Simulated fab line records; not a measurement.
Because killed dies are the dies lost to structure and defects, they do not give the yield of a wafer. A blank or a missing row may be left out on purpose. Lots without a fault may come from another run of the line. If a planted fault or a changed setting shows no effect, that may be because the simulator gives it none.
Chamber matching :: flow n5 finfet :: rie diel-05 running N5_HKMG_FIN_ETCH_32: 4 sister chambers
The step etches SOC in N2/H2, target depth 240 nm, time 300 s. 4 wafers are shown with their chamber, then 7 later ones without.

EACH WAFER AND ITS CHAMBER
wafer: L082.6
chamber: 2
showerhead plenum p Torr (Torr): 2.57

wafer: L083.2
chamber: 1
showerhead plenum p Torr (Torr): 2.50

wafer: L084.1
chamber: 0
showerhead plenum p Torr (Torr): 2.47

wafer: L084.3
chamber: 3
showerhead plenum p Torr (Torr): 2.52

WAFERS MISSING THEIR CHAMBER
wafer: L084.5
showerhead plenum p Torr (Torr): 2.52

wafer: L095.1
showerhead plenum p Torr (Torr): 2.49

wafer: L095.3
showerhead plenum p Torr (Torr): 2.55

wafer: L095.4
showerhead plenum p Torr (Torr): 2.46

wafer: L096.3
showerhead plenum p Torr (Torr): 2.48

wafer: L096.4
showerhead plenum p Torr (Torr): 2.46

wafer: L096.6
showerhead plenum p Torr (Torr): 2.48

EACH ONE'S CHAMBER
wafer: L084.5
from the rows above: can't be placed: 3 or 1
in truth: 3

wafer: L095.1
from the rows above: can't be placed: 1 or 0 or 3
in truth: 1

wafer: L095.3
from the rows above: can't be placed: 2 or 3
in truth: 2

wafer: L095.4
from the rows above: 0
in truth: 0

wafer: L096.3
from the rows above: can't be placed: 0 or 1
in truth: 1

wafer: L096.4
from the rows above: 0
in truth: 0

wafer: L096.6
from the rows above: can't be placed: 0 or 1
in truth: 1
Correctly placed: 2 of 7. Unplaceable from these rows: 5, with the true chamber sitting among the candidates in 5. Placed wrongly: 0.
How it was worked out, from the rows above alone: a wafer's distance from a chamber is the root of the sum, over the readings, of the square of ((its reading less the chamber's mean) divided by the reading's scatter). If the next closest chamber is less than 2 further off than the closest, the wafer can't be placed; otherwise it belongs to the closest. A chamber's mean is the mean of its shown wafers. The scatter: with one shown wafer a chamber, the root of the mean of the squares of how far each hidden wafer lies from its nearest shown one.
